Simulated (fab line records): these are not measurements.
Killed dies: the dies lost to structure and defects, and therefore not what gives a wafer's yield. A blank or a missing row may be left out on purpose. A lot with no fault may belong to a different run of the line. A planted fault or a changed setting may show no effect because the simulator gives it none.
The tool behind it: which one? + flow n5-finfet + route of 1938 steps, sampled at 1 step: 10 lots, 30 wafers

== WHAT THE GAUGES READ, wafer by wafer ==
N5_BEOL_M15_RS_MEAS_54: uses a four-point probe to measure. Usual: M15_RS 0.0216 ohm/sq, standard deviation 0.00034.
| lot  | measured     | on            | M15_RS (ohm/sq)      | flag |
|------|--------------|---------------|----------------------|------|
| L149 | day 11 13:08 | film-metro-02 | 0.0212 0.0219 0.0215 |      |
| L151 | day 11 15:38 | film-metro-01 | 0.0220 0.0217 0.0214 |      |
| L152 | day 12 02:17 | film-metro-01 | 0.0211 0.0218 0.0211 |      |
| L157 | day 13 19:25 | film-metro-02 | 0.0214 0.0219 0.0213 |      |
| L159 | day 14 03:26 | film-metro-02 | 0.0217 0.0221 0.0220 |      |
| L158 | day 14 04:24 | film-metro-02 | 0.0221 0.0221 0.0222 |      |
| L164 | day 15 09:53 | film-metro-02 | 0.0212 0.0216 0.0217 |      |
| L168 | day 16 16:29 | film-metro-01 | 0.0212 0.0213 0.0214 |      |
| L169 | day 17 08:08 | film-metro-02 | 0.0217 0.0213 0.0218 |      |
| L171 | day 17 22:22 | film-metro-02 | 0.0219 0.0216 0.0212 |      |

== WHAT TOOL EACH LOT RAN ON (gives the tool, then ch and the chambers of the sampled wafers, and finally the start) ==
No process step before these readings appears in the record.

== AS READ BY THE TOOLS THEMSELVES (means over the sampled wafers that have a number; for cases with no such wafer, the mark the record gives instead) ==
The record holds no such reading with a usual standard deviation.

== THE ANSWER, worked out from the rows above alone ==
Rule: take the mean of a lot's wafers that have a number; if it is more than 3 standard deviations from the usual mean, the lot is off. A lot without any number at a reading at which 4 lots or more have one is off too. Any other lot the step has rows for is counted as sound. First the gauges in route order, then the tools' own readings, where a lot's mean is used as printed above. At the first step where some lot is off, the reading lying furthest off is the one used; lots without a number count as furthest.
Nothing can be told from this: no lot is off at any reading shown.

== WHAT THE SIMULATOR HAD PUT IN ==
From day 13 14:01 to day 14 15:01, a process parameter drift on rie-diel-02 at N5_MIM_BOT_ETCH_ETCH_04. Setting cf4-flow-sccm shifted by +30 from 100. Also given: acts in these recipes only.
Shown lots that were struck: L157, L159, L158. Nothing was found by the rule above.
